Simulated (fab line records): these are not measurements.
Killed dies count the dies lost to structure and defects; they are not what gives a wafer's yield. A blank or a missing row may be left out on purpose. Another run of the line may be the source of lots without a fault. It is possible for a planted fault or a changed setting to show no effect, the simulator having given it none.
Matching of chambers || flow nand_harc || NHARC_P_M0_DEP_32 on pecvd-03 has 3 sister chambers
The step deposits SiCN, target thk 30 nm. 6 wafers are shown with their chamber, then 9 later ones without.

== WAFERS, EACH WITH ITS CHAMBER ==
{"wafer": "L080.6", "chamber": 2, "showerhead_vpp_V (V)": 1366, "heater_power_w (W)": 533}
{"wafer": "L085.2", "chamber": 0, "showerhead_vpp_V (V)": 1126, "heater_power_w (W)": 571}
{"wafer": "L085.6", "chamber": 2, "showerhead_vpp_V (V)": 1357, "heater_power_w (W)": 467}
{"wafer": "L088.1", "chamber": 1, "showerhead_vpp_V (V)": 1250, "heater_power_w (W)": 489}
{"wafer": "L088.4", "chamber": 0, "showerhead_vpp_V (V)": 1159, "heater_power_w (W)": 516}
{"wafer": "L088.5", "chamber": 1, "showerhead_vpp_V (V)": 1261, "heater_power_w (W)": 489}

== WAFERS WITH NO CHAMBER GIVEN ==
{"wafer": "L090.1", "showerhead_vpp_V (V)": 1141, "heater_power_w (W)": 599}
{"wafer": "L090.3", "showerhead_vpp_V (V)": 1282, "heater_power_w (W)": 523}
{"wafer": "L090.5", "showerhead_vpp_V (V)": 1343, "heater_power_w (W)": 594}
{"wafer": "L094.1", "showerhead_vpp_V (V)": 1258, "heater_power_w (W)": 560}
{"wafer": "L094.4", "showerhead_vpp_V (V)": 1169, "heater_power_w (W)": 577}
{"wafer": "L094.6", "showerhead_vpp_V (V)": 1361, "heater_power_w (W)": 504}
{"wafer": "L097.2", "showerhead_vpp_V (V)": 1270, "heater_power_w (W)": 491}
{"wafer": "L097.3", "showerhead_vpp_V (V)": 1339, "heater_power_w (W)": 564}
{"wafer": "L097.5", "showerhead_vpp_V (V)": 1350, "heater_power_w (W)": 572}

== CHAMBER TAKEN BY EACH ==
{"wafer": "L090.1", "from the rows above": 0, "in truth": 0}
{"wafer": "L090.3", "from the rows above": 1, "in truth": 1}
{"wafer": "L090.5", "from the rows above": 2, "in truth": 2}
{"wafer": "L094.1", "from the rows above": 1, "in truth": 1}
{"wafer": "L094.4", "from the rows above": 0, "in truth": 0}
{"wafer": "L094.6", "from the rows above": 2, "in truth": 2}
{"wafer": "L097.2", "from the rows above": 1, "in truth": 1}
{"wafer": "L097.3", "from the rows above": 2, "in truth": 2}
{"wafer": "L097.5", "from the rows above": 2, "in truth": 2}
Correct placement for 9 of the 9. Number that these rows cannot place: 0. Number placed wrongly: 0.
How it was worked out, from the rows above alone: a wafer's distance from a chamber is the root of the sum, over the readings, of the square of ((its reading less the chamber's mean) divided by the reading's scatter). The wafer belongs to the nearest chamber; if the next one is less than 2 further off, it can't be placed. The mean given for a chamber averages the wafers shown for that chamber. The scatter: take each reading less its chamber's mean, square it, sum over the shown wafers, divide by the number of wafers less the number of chambers, and take the root.
